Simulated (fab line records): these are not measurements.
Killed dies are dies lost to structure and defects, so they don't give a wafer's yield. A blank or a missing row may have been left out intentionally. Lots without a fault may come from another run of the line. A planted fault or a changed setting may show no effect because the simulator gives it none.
A struck lot beside a sound one	flow n5-finfet	33 out of 1938 route steps
Sound: these wafers, L339.1, L339.3, L339.4. Struck: wafer L336.4. (L336.1, L336.6 of the same lot were not struck and are left out.) The cause comes at the end.
For every step that has rows: the tool of each side, followed by ch and its chambers, followed by its first start. Under that, the readings that differ: sound wafers	struck wafers	difference of the means	sigmas: that difference in standard deviations of wafers without a fault.
alike: readings with means less than 2 such deviations apart, plus words and numbers identical on both sides. not compared: withheld readings, readings lacking a value on some wafer, bounds such as >300 that could conceal the same value, and numbers that have no deviation in the record and whose values overlap.
Wherever a step has rows on one side only, a row that says differs or no value, or a row with sigmas, the two part there. Numbers that have no deviation but don't overlap get no sigmas and don't part them. A reading missing from all wafers of one side parts the sides only when that side holds two or more wafers.

first, 9 steps without rows for these wafers: N5_MOL_CONTACT_COAG_SOFTBAKE_79 (time 60 s); N5_MOL_CONTACT_COAG_EXPOSE_81 (exposes mask VG, defocus 0 nm); N5_MOL_CONTACT_COAG_PEB_82 (peb time 60 s); N5_MOL_CONTACT_COAG_DEVELOP_83 (develop time 30 s); N5_MOL_CONTACT_COAG_DESCUM_88 (chemistry O2, time 7 s); N5_MOL_CONTACT_COAG_ETCH_89 (etches underlayer in N2/H2, target depth 13 nm, time 10.4 s); N5_MOL_CONTACT_COAG_ETCH_90 (etches SiARC in CF4, target depth 13 nm, time 21.7 s); N5_MOL_CONTACT_COAG_ALD_131 (deposits SiO2, target thk 5 nm, pulse time 1 s, co reactant pulse time 1 s); N5_MOL_CONTACT_COAG_ETCHBACK_132 (etches SiO2 in CHF3, target depth 10 nm, time 6.7 s).
N5_MOL_CONTACT_COAG_ETCH_91: etches SOC in N2/H2, target depth 60 nm, overetch 21 nm, time 101.2 s.
  sound on rie-diel-05 ch 0,2, day 8 21:26; struck on rie-diel-02 ch 1, day 8 01:11
  alike: drypump-motor-current-A, oes-product-au, rf-fwd-power-W, rf-vpp-V, showerhead-plenum-p-Torr, throttle-valve-pct
  not compared: rf-hours-counter-h
then, 19 steps without rows for these wafers: N5_MOL_CONTACT_COAG_STRIP_92 (strips in N2/H2); N5_MOL_CONTACT_COAG_STRIP_93 (strips in N2/H2); N5_MOL_CONTACT_COAG_ETCHBACK_135 (etches SiO2 in CHF3, target depth 25 nm, time 16.7 s); N5_MOL_CONTACT_COAG_STRIP_118 (strips in CHF3); N5_MOL_CONTACT_COAG_VIA_ETCH_46 (etches SiO2 in C4F6/O2, target depth 46 nm, overetch 9.2 nm, time 40 s); N5_MOL_CONTACT_COAG_STRIP_96 (strips in N2/H2); N5_MOL_CONTACT_COAG_ETCH_47 (etches SiNx in CH3F/O2, stops on W, target depth 27 nm); N5_MOL_CONTACT_COAG_STRIP_119 (strips in N2/H2, time 30 s); N5_MOL_CONTACT_COAG_PRECLEAN_144 (cleans in alkaline clean, time 60 s); N5_MOL_CONTACT_COAG_SRD_145 (time 30 s); N5_MOL_CONTACT_COAG_COAT_62 (time 60 s, resist thk 60 nm); N5_MOL_CONTACT_COAG_COAT_63 (time 60 s, resist thk 10 nm); N5_MOL_CONTACT_COAG_COAT_64 (time 60 s, resist thk 10 nm); N5_MOL_CONTACT_COAG_COAT_34 (resist thk 40 nm); N5_MOL_CONTACT_COAG_EBR_36; N5_MOL_CONTACT_COAG_SOFTBAKE_35 (time 60 s); N5_MOL_CONTACT_COAG_EXPOSE_37 (exposes mask VD, defocus 0 nm); N5_MOL_CONTACT_COAG_PEB_38 (peb time 60 s); N5_MOL_CONTACT_COAG_DEVELOP_39 (develop time 30 s).
N5_MOL_CONTACT_COAG_INSPECT_42: inspects for defects (brightfield).
  sound: defect-inspect-01 at day 8 22:19; struck: defect-inspect-02 at day 8 02:03
reading	sound	struck	difference	sigmas
raw-defect-count	171 130 138	1258	+1112	+21
then, 1 step without rows for these wafers: N5_MOL_CONTACT_COAG_DESCUM_45 (chemistry O2, time 7 s).
-- the record jumps here: 3 days lie between the struck wafers' starts before and after (it left off in module MOL_CONTACT_COAG and takes up again in module BEOL_M4, whose first step shown is number 1111 of the route) --
N5_BEOL_M4_RC_MEAS_101:
  sound on prober-01 ch 0, day 11 17:13; struck on prober-01 ch 0, day 11 02:05
  alike: DIBL_N, DIBL_P, IOFF_N, IOFF_P, ION_N, ION_P, SS_N, SS_P, VT_N, VT_P
-- here the record skips 5 days between the struck wafers' starts before and after, leaving off in module BEOL_M4 and picking up in module PASSIVATION (first step shown: number 1936 of the route) --
N5_PASSIVATION_PROBE_49:
  record: rows for the struck wafers here (prober-02, day 16 01:26), none for the sound ones

== WHERE THEY PART ==
Last at N5_PASSIVATION_PROBE_49 as far as this record goes, first at N5_MOL_CONTACT_COAG_INSPECT_42.

WHY: whatever the simulator had introduced
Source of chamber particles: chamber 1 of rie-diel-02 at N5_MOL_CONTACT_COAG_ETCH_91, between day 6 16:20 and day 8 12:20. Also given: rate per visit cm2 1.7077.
